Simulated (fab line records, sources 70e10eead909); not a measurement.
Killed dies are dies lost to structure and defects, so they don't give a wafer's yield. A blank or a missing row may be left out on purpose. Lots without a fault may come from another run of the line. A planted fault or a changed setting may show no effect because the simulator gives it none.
Which tool did it? | flow nand_harc | 22 lots, 66 wafers sampled, at 1 step of a route of 1159

WHAT THE GAUGES READ, wafer by wafer
NHARC_P_M1_INSPECT_11.
lot  | measured     | on                | raw_defect_count
L074 | day 6 07:11  | defect_inspect-02 | 5 3 7
L075 | day 6 14:08  | defect_inspect-02 | 3 3 1
L076 | day 6 18:04  | defect_inspect-01 | 5 3 3
L077 | day 6 23:43  | defect_inspect-02 | 3 3 3
L078 | day 7 02:50  | defect_inspect-02 | 1 3 6
L080 | day 7 05:19  | defect_inspect-01 | 4 3 4
L079 | day 7 05:39  | defect_inspect-02 | 3 2 3
L082 | day 7 19:44  | defect_inspect-02 | 9 11 10
L083 | day 8 10:17  | defect_inspect-02 | 4 3 4
L085 | day 8 17:44  | defect_inspect-01 | 1 2 3
L084 | day 8 18:43  | defect_inspect-01 | 3 3 4
L087 | day 9 08:47  | defect_inspect-02 | 7 9 0
L086 | day 9 08:49  | defect_inspect-01 | 8 2 8
L090 | day 10 02:10 | defect_inspect-01 | 7 7 6
L089 | day 10 02:51 | defect_inspect-01 | 3 3 5
L091 | day 10 09:31 | defect_inspect-01 | 1 4 2
L092 | day 10 10:11 | defect_inspect-01 | 3 5 4
L094 | day 10 18:58 | defect_inspect-01 | 4 4 1
L093 | day 10 19:49 | defect_inspect-02 | 1 3 3
L095 | day 11 14:05 | defect_inspect-01 | 5 4 1
L096 | day 11 16:43 | defect_inspect-01 | 6 5 4
L097 | day 12 04:21 | defect_inspect-01 | 3 6 4

WHICH TOOL RAN EACH LOT (tool, then ch and the chambers of the sampled wafers, then the start)
The record holds no process step before these readings.

WHAT THE TOOLS THEMSELVES READ (means of the sampled wafers that have a number; where no wafer has one, the mark that the record gives instead)
The record holds no such reading with a usual standard deviation.

THE ANSWER, worked out from the rows above alone
Rule: what is usual is taken from the lots themselves. Put in order of their means at a reading, lots are off if they are a third of the lots or fewer, leave a main group of 4 or more, and stand apart from it by a gap of 3 or more times the standard deviation of the main group's means; of several such gaps the widest counts. A main group whose means are all the same, to the digits that the tables above print for the reading, isn't used. A lot without any number at a reading at which 4 lots or more have one is off too. The other lots that the step has rows for count as sound. The gauges are gone through in route order, then the tools' own readings, and for those a lot's mean is taken as printed above. The first step at which some lot is off is used, and at that step the reading that is off furthest; a lot without a number counts as furthest.
No lot is off at any reading shown: from this, nothing can be told.

WHAT THE SIMULATOR HAD PUT IN
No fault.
